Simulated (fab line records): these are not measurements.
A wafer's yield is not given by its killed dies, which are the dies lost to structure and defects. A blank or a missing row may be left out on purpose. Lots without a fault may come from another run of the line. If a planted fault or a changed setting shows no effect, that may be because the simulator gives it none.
One fault seen from 2 desks :: flow nand_harc :: numbers are kept per desk, each desk with only its own; the story behind them comes last

## TOOL OWNER'S DESK, cmp-04
The tool's own readings at NHARC_A_CONTACT_CMP_20 (polishes, t overpolish 30 s, target thk 300 nm): means of the sampled wafers that have a number, for each lot that ran on this tool. Marked OUT: a lot whose mean sits more than 4 standard deviations from the usual mean, which makes it out of limits; the brackets give that distance.
Columns: A = motor_current_A at NHARC_A_CONTACT_CMP_20, usual 12.3 A; B = overpolish_run_s at NHARC_A_CONTACT_CMP_20, usual 30.000 s; C = slurry_flow_ml_min at NHARC_A_CONTACT_CMP_20, usual 150.0; D = time_to_endpoint_s at NHARC_A_CONTACT_CMP_20, usual 59 s
lot: L710
first seen here: day 17 06:04
A: 12.6
B: 30.002
C: 149.9
D: 56

lot: L718
first seen here: day 19 07:52
A: 12.7
B: 29.994
C: 149.8
D: 60

lot: L717
first seen here: day 19 09:01
A: 12.8
B: 30.010
C: 150.1
D: 56

lot: L721
first seen here: day 20 06:56
A: 12.5
B: 29.994
C: 150.2
D: 57

lot: L722
first seen here: day 20 11:56
A: 12.6
B: 0.048 (-99 or more) OUT
C: 150.4
D: 117 (+18) OUT

lot: L728
first seen here: day 21 22:52
A: 12.9
B: 0.037 (-99 or more) OUT
C: 149.7
D: 117 (+18) OUT
This desk's verdict: out of limits on L722, L728, starting with L722 at day 20 11:56 (overpolish_run_s at NHARC_A_CONTACT_CMP_20). Within limits: L710, L718, L717, L721.

## THE DEFECT DESK
Inspection counts along the route, by lot: the mean over sampled wafers that carry a number. Marked OUT: a lot whose mean sits more than 4 standard deviations from the usual mean, which makes it out of limits; the brackets give that distance.
Columns: A = raw_defect_count at NHARC_A_CONTACT_INSPECT_10, usual 32; B = raw_defect_count at NHARC_A_CONTACT_INSPECT_23, usual 404
lot: L710
first seen here: day 16 18:43
A: 37
B: 392

lot: L713
first seen here: day 17 23:47
A: 48
B: 383

lot: L714
first seen here: day 18 18:18
A: 23
B: 384

lot: L718
first seen here: day 19 00:12
A: 14
B: 437

lot: L717
first seen here: day 19 01:36
A: 48
B: 386

lot: L719
first seen here: day 19 10:44
A: 16
B: 502

lot: L721
first seen here: day 19 21:30
A: 11
B: 444

lot: L722
first seen here: day 19 22:40
A: 29
B: 2578 (+22) OUT

lot: L724
first seen here: day 20 21:14
A: 39
B: 495

lot: L725
first seen here: day 21 11:25
A: 31
B: 344

lot: L728
first seen here: day 21 16:30
A: 15
B: 2160 (+18) OUT

lot: L732
first seen here: day 22 16:49
A: 17
B: 360
This desk's verdict: out of limits on L722, L728, starting with L722 at day 20 12:19 (raw_defect_count at NHARC_A_CONTACT_INSPECT_23). Within limits: L710, L713, L714, L718, L717, L719, L721, L724, L725, L732.

## BROUGHT TOGETHER
An alarm could have come from the tool owner's desk at day 20 11:56, on L722, L728.
The defect desk could have raised an alarm at day 20 12:19, on L722, L728.
On cmp-04, each named lot ran NHARC_A_CONTACT_CMP_20.

## WHAT WAS PUT IN BY THE SIMULATOR
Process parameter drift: cmp-04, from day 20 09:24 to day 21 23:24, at NHARC_A_CONTACT_CMP_20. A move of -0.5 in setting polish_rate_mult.
Lots struck among those shown: L722, L728.
Hours from the fault's start to each desk's first reading out of limits: the tool owner's desk, 3; the defect desk, 3.
